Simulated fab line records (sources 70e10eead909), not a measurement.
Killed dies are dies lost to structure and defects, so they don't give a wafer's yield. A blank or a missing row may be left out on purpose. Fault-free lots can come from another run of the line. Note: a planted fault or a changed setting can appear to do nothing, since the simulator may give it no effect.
Matching of chambers :: flow nand harc :: 4 sister chambers for NHARC_A_CHANNEL_HOLE_D1_ETCH_44 on rie diel-10
The step etches the open film in CF4/O2, target depth 140 nm, overetch 14 nm, time 77 s. 4 wafers are shown with their chamber, then 12 later ones without.

## WAFERS, EACH WITH ITS CHAMBER
wafer: L090.5
chamber: 1
showerhead plenum p Torr (Torr): 1.28

wafer: L092.1
chamber: 3
showerhead plenum p Torr (Torr): 1.30

wafer: L092.2
chamber: 2
showerhead plenum p Torr (Torr): 1.31

wafer: L092.3
chamber: 0
showerhead plenum p Torr (Torr): 1.37

## WAFERS WHOSE CHAMBER IS MISSING
wafer: L094.3
showerhead plenum p Torr (Torr): 1.30

wafer: L094.5
showerhead plenum p Torr (Torr): 1.28

wafer: L094.6
showerhead plenum p Torr (Torr): 1.37

wafer: L093.1
showerhead plenum p Torr (Torr): 1.28

wafer: L093.4
showerhead plenum p Torr (Torr): 1.31

wafer: L093.5
showerhead plenum p Torr (Torr): 1.29

wafer: L095.2
showerhead plenum p Torr (Torr): 1.30

wafer: L095.4
showerhead plenum p Torr (Torr): 1.28

wafer: L095.6
showerhead plenum p Torr (Torr): 1.28

wafer: L096.1
showerhead plenum p Torr (Torr): 1.28

wafer: L096.2
showerhead plenum p Torr (Torr): 1.37

wafer: L096.5
showerhead plenum p Torr (Torr): 1.29

## EACH ONE'S CHAMBER
wafer: L094.3
from the rows above: 3
in truth: 3

wafer: L094.5
from the rows above: 1
in truth: 1

wafer: L094.6
from the rows above: 0
in truth: 0

wafer: L093.1
from the rows above: 1
in truth: 1

wafer: L093.4
from the rows above: 2
in truth: 2

wafer: L093.5
from the rows above: can't be placed: 1 or 3
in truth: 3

wafer: L095.2
from the rows above: 3
in truth: 3

wafer: L095.4
from the rows above: 1
in truth: 1

wafer: L095.6
from the rows above: 1
in truth: 1

wafer: L096.1
from the rows above: 1
in truth: 1

wafer: L096.2
from the rows above: 0
in truth: 0

wafer: L096.5
from the rows above: can't be placed: 1 or 3
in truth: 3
Correctly placed: 10 of 12. From these rows, 2 cannot be placed; in 2 the true chamber is one of the candidates. Wrongly placed: 0.
How it was worked out, from the rows above alone: a wafer's distance from a chamber is the root of the sum, over the readings, of the square of ((its reading less the chamber's mean) divided by the reading's scatter). If the next closest chamber is less than 2 further off than the closest, the wafer can't be placed; otherwise it belongs to the closest. A chamber's mean is the mean of its shown wafers. The scatter: with one shown wafer a chamber, the root of the mean of the squares of how far each hidden wafer lies from its nearest shown one.
